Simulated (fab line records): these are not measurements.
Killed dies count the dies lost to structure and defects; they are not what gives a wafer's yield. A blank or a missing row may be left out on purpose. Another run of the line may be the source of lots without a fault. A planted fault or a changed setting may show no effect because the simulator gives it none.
Matching of chambers / flow n5 finfet / N5_DUMMY_GATE_ETCH_37 on rie diel-05 has 4 sister chambers
The step etches SOC in N2/H2, target depth 60 nm, overetch 30 nm. 4 wafers are shown with their chamber, then 9 later ones without.

## WAFERS, EACH WITH ITS CHAMBER
wafer=L081.3; chamber=1; drypump motor current A (A)=5.7
wafer=L086.4; chamber=0; drypump motor current A (A)=6.2
wafer=L091.2; chamber=2; drypump motor current A (A)=5.0
wafer=L091.4; chamber=3; drypump motor current A (A)=5.6

## WAFERS WHOSE CHAMBER IS MISSING
wafer=L093.2; drypump motor current A (A)=5.6
wafer=L093.4; drypump motor current A (A)=6.1
wafer=L093.6; drypump motor current A (A)=5.6
wafer=L095.1; drypump motor current A (A)=5.0
wafer=L095.3; drypump motor current A (A)=5.7
wafer=L095.4; drypump motor current A (A)=5.6
wafer=L097.1; drypump motor current A (A)=5.6
wafer=L097.4; drypump motor current A (A)=5.0
wafer=L097.5; drypump motor current A (A)=5.0

## EACH ONE'S CHAMBER
wafer=L093.2; from the rows above=3; in truth=3
wafer=L093.4; from the rows above=0; in truth=0
wafer=L093.6; from the rows above=3; in truth=3
wafer=L095.1; from the rows above=2; in truth=2
wafer=L095.3; from the rows above=1; in truth=1
wafer=L095.4; from the rows above=3; in truth=3
wafer=L097.1; from the rows above=3; in truth=3
wafer=L097.4; from the rows above=2; in truth=2
wafer=L097.5; from the rows above=2; in truth=2
Correctly placed: 9 of 9. Can't be placed from these rows: 0. 0 placed wrongly.
How it was worked out, from the rows above alone: a wafer's distance from a chamber is the root of the sum, over the readings, of the square of ((its reading less the chamber's mean) divided by the reading's scatter). The wafer belongs to the nearest chamber; if the next one is less than 2 further off, it can't be placed. Each chamber's mean is taken over the wafers shown for it. The scatter (one wafer shown for each chamber): square how far every hidden wafer sits from the nearest shown wafer, average those squares and take the square root.
